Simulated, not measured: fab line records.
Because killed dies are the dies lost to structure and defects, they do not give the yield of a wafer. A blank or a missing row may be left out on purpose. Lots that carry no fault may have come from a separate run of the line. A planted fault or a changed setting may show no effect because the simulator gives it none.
A lot that was struck, set against a sound lot || flow n5_finfet || 20 out of 1938 route steps
Sound: the wafers L284.1, L284.2, L284.5. Wafers struck: L271.1, L271.2, L271.4. At the end, the cause is stated.
Per side, at each step with rows, come the tool, then ch with its chambers, and then its first start. Under that, the readings that differ: sound wafers || struck wafers || difference of the means || sigmas: that difference in standard deviations of wafers without a fault.
alike: words and numbers the same on both sides, and readings whose means are apart by under 2 such deviations; not compared: readings that were withheld, readings missing a value for some wafer, numbers with overlapping values and no deviation given by the record, and bounds like >300 which may hide the same value.
A row with sigmas, a row that says differs or no value, or rows on one side alone: a step with any of these is where the two part. When numbers do not overlap yet have no deviation, they are printed without sigmas and do not part them. A reading missing from all wafers of one side parts the sides only when that side holds two or more wafers.

first, 9 steps without rows for these wafers: N5_MOL_CONTACT_COAG_COAT_34 (resist thk 40 nm); N5_MOL_CONTACT_COAG_EBR_36; N5_MOL_CONTACT_COAG_SOFTBAKE_35 (time 60 s); N5_MOL_CONTACT_COAG_EXPOSE_37 (exposes mask VD, defocus 0 nm); N5_MOL_CONTACT_COAG_PEB_38 (peb time 60 s); N5_MOL_CONTACT_COAG_DEVELOP_39 (develop time 30 s); N5_MOL_CONTACT_COAG_DESCUM_45 (chemistry O2, time 7 s); N5_MOL_CONTACT_COAG_ETCH_65 (etches underlayer in N2/H2, target depth 13 nm, time 10.4 s); N5_MOL_CONTACT_COAG_ETCH_66 (etches SiARC in CF4, target depth 13 nm, time 21.7 s).
N5_MOL_CONTACT_COAG_ALD_133: deposits SiO2, target thk 5 nm, pulse time 1 s, co reactant pulse time 1 s.
  sound on ald_sin-02 ch 0,2, day 10 01:45; struck on ald_sin-04 ch 1,2,3, day 6 16:49
  no value came back on the struck wafers for ald_cycles, chamber_pressure_Torr (Torr), heater_power_w (W), precursor_pulse_height_rel; on the sound wafers ald_cycles reads 35 35 35
then, 6 steps without rows for these wafers: N5_MOL_CONTACT_COAG_ETCHBACK_134 (etches SiO2 in CHF3, target depth 10 nm, time 6.7 s); N5_MOL_CONTACT_COAG_ETCH_67 (etches SOC in N2/H2, target depth 60 nm, overetch 21 nm, time 101.2 s); N5_MOL_CONTACT_COAG_STRIP_68 (strips in N2/H2); N5_MOL_CONTACT_COAG_STRIP_69 (strips in N2/H2); N5_MOL_CONTACT_COAG_ETCHBACK_136 (etches SiO2 in CHF3, target depth 25 nm, time 16.7 s); N5_MOL_CONTACT_COAG_STRIP_120 (strips in CHF3).
N5_MOL_CONTACT_COAG_VIA_ETCH_117: etches SiO2 in C4F6/O2, target depth 40 nm, overetch 8 nm, time 26 s.
  sound on rie_diel-03 ch 2,3, day 10 02:26; struck on rie_diel-03 ch 0,1,2, day 6 17:08
{"reading": "model.MOL_CONTACT_COAG.feature_depth_nm (nm)", "sound": "40.8 39 41", "struck": "45 43.2 43.8", "difference": "+4", "sigmas": ""}
{"reading": "model.etch.depth_nm (nm)", "sound": "40.77 38.92 40.99", "struck": "44.85 42.92 43.41", "difference": "+3.50", "sigmas": ""}
  alike: drypump_motor_current_A, oes_product_au, rf_vpp_V, showerhead_plenum_p_Torr, throttle_valve_pct
  not compared: rf_hours_counter_h
then, 1 step without rows for these wafers: N5_MOL_CONTACT_COAG_ETCH_124 (etches SiNx in CH3F/O2, stops on SiOC, target depth 6.5 nm).
N5_BEOL_M4_RC_MEAS_101:
  the record has rows for the sound wafers here (prober-02 ch 0, day 12 23:50) and none for the struck ones
-- here the record skips 8 days between the struck wafers' starts before and after, leaving off in module BEOL_M4 and picking up in module PASSIVATION (first step shown: number 1936 of the route) --
N5_PASSIVATION_PROBE_49:
  record: rows for the struck wafers here (prober-01, day 14 07:02), none for the sound ones

== WHERE THEY PART ==
First at N5_MOL_CONTACT_COAG_ALD_133; last, within this record, at N5_PASSIVATION_PROBE_49.

WHY: the cause the simulator had injected
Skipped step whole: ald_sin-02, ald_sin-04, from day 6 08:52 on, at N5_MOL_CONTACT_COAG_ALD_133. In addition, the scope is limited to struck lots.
